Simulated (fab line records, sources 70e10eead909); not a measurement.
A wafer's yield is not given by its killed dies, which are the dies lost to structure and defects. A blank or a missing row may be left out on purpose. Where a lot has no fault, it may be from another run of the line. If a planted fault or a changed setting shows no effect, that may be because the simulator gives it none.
3 desks, one fault :: flow nand harc :: every desk sees just its own numbers, and what lay behind them comes last

== THE DEFECT DESK ==
Inspection counts along the route, by lot: the mean over sampled wafers that carry a number. The brackets show how far a lot's mean lies from the usual mean; more than 4 standard deviations puts the lot out of limits, marked OUT.
Columns: A = raw defect count at NHARC_A_BLC_INSPECT_12, usual 92
lot: L412
first seen here: day 22 11:05
A: 110

lot: L413
first seen here: day 23 00:22
A: 150

lot: L414
first seen here: day 23 00:31
A: 59

lot: L415
first seen here: day 23 02:36
A: 77

lot: L417
first seen here: day 24 02:19
A: 120

lot: L418
first seen here: day 25 02:37
A: 107

lot: L420
first seen here: day 26 19:49
A: 76

lot: L428
first seen here: day 29 05:02
A: 106

lot: L432
first seen here: day 30 07:50
A: 113

lot: L431
first seen here: day 30 13:32
A: 74

lot: L433
first seen here: day 31 02:44
A: 132

lot: L435
first seen here: day 32 08:19
A: 72
This desk's verdict: no lot among the 12 shows anything out of limits.

== FROM THE METROLOGY DESK ==
Lot by lot, what the gauges showed, no matter which tool ran the lot: averages of those sampled wafers that carry a number. The brackets show how far a lot's mean lies from the usual mean; more than 4 standard deviations puts the lot out of limits, marked OUT.
Columns: A = cd nm at NHARC_A_BLC_CD_MEAS_10, usual 99.8 nm
lot: L412
first seen here: day 22 10:57
A: 99.0

lot: L413
first seen here: day 23 00:14
A: 100.2

lot: L414
first seen here: day 23 00:23
A: 100.7

lot: L415
first seen here: day 23 02:29
A: 99.9

lot: L417
first seen here: day 24 02:11
A: 99.1

lot: L418
first seen here: day 25 02:30
A: 98.9

lot: L420
first seen here: day 26 19:41
A: 98.4

lot: L428
first seen here: day 29 04:55
A: 99.7

lot: L432
first seen here: day 30 07:43
A: 99.5

lot: L431
first seen here: day 30 13:25
A: 99.5

lot: L433
first seen here: day 31 02:37
A: 99.8

lot: L435
first seen here: day 32 08:11
A: 100.4
This desk's verdict: no lot among the 12 shows anything out of limits.

== THE TOOL OWNER'S DESK: litho track-01 ==
The tool's own readings at NHARC_A_BLC_DEVELOP_09 (develop time 35 s): means of the sampled wafers that have a number, for each lot that ran on this tool. The brackets show how far a lot's mean lies from the usual mean; more than 4 standard deviations puts the lot out of limits, marked OUT.
Columns: A = developer temp C at NHARC_A_BLC_DEVELOP_09, usual 23.00 C
lot: L412
first seen here: day 22 10:00
A: 22.96

lot: L415
first seen here: day 23 02:00
A: 23.04

lot: L418
first seen here: day 25 02:00
A: 23.01

lot: L420
first seen here: day 26 19:00
A: 23.00

lot: L431
first seen here: day 30 13:00
A: 23.09

lot: L433
first seen here: day 31 02:00
A: 22.91
This desk's verdict: no lot among the 6 shows anything out of limits.

== BROUGHT TOGETHER ==
No out-of-limits result turned up at the defect desk.
The metrology desk saw nothing out of limits.
The desk of the tool owner found nothing out of limits.

== WHAT THE SIMULATOR PUT IN ==
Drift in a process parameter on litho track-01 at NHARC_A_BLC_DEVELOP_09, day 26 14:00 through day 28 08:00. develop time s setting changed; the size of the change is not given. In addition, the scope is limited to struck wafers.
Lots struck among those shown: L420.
